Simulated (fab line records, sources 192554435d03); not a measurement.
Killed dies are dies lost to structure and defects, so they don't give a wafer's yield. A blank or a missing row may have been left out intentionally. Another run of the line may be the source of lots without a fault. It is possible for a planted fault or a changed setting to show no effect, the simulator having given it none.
8D (eight disciplines) problem report, filled in by code	flow n5 finfet	the parts of the form that need people (team, actions taken, sign-off) are left out

## 1. THE PROBLEM
Mean of barrier field endpoint s at N5_BEOL_M1_CMP_52: 13.9 s across 3 wafers in 2 lots; on wafers with no fault it is 24.9 s (standard deviation 0.73). That is -15 standard deviations from the usual mean.
The step: polishes, stops on SiOC, t overpolish 6.8 s, target thk 40 nm.
Earliest sighting: wafer L886.5 on cmp-02 at day 8 14:36. The record has a number at this step for 16 wafers belonging to 6 lots. Rule for "out" (also "out of limits"): further than 4 standard deviations from the usual mean. Any other wafer with a number is counted as sound.

## 2. WHAT IT IS, WHAT IT ISN'T
question	is	is not
which readings at this step	barrier field endpoint s, time to endpoint s	motor current A, overpolish run s, slurry filter dp kPa
which lots	L886, L887	L884, L899, L901, L903
which wafers of those lots	L886.5, L887.3, L887.5	L886.6, L887.6
read on which tools	cmp-02	cmp-03, cmp-04
when	from day 8 14:36	up to then (4 sound wafers); but 9 sound wafers of L887, L899, L901, L903 came after

## 3. WHAT RULES OUT EACH SUSPECT
Counting: a tool at a process step up to the reading stays a suspect if it ran every lot that is out. Sound lots after the first of them don't rule it out here, since some wafers of a struck lot are sound.
- cmp-02 at N5_BEOL_M1_CMP_52 (polishes, stops on SiOC, t overpolish 6.8 s, target thk 40 nm): kept. It processed each lot that is out (first: L886, day 8 14:36); up to then, its last sound lot is L884 (day 8 07:13). On those wafers its own readings are out: barrier field endpoint s, time to endpoint s.
After counting, what remains is cmp-02 at N5_BEOL_M1_CMP_52.

## 4. THE CAUSE (what the simulator had put in)
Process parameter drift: cmp-02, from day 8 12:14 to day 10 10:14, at N5_BEOL_M1_CMP_52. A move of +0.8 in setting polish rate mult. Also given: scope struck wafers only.
This tool alone remained once counting was done.

## 5. THE EFFECT CHAIN, in route order
One row per reading whose mean, taken over the struck wafers that have a number, lies over 3 standard deviations from the usual. Scope: only readings with a usual standard deviation given in the record; hours: median across lots of the time from each lot's start at the first step in this table that gives one to its start at this step; sigmas: change in usual standard deviations.
hours	step	reading	usual	on struck wafers	change	sigmas
0	N5_BEOL_M1_CMP_52	barrier field endpoint s	24.9 s	13.9	-11.0	-15
0	N5_BEOL_M1_CMP_52	time to endpoint s	63 s	36	-27	-8.2
Its process steps:
- N5_BEOL_M1_CMP_52: polishes, stops on SiOC, t overpolish 6.8 s, target thk 40 nm.
At these later measuring or inspecting steps, every struck wafer for which the step has a row has a number for every such reading, and none has moved that far: N5_BEOL_M4_RC_MEAS_101.

## 6. HOW IT WOULD HAVE BEEN CAUGHT EARLIER
First out-of-limits reading in this record: day 8 14:36, which is 2 hours after fault onset at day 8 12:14.
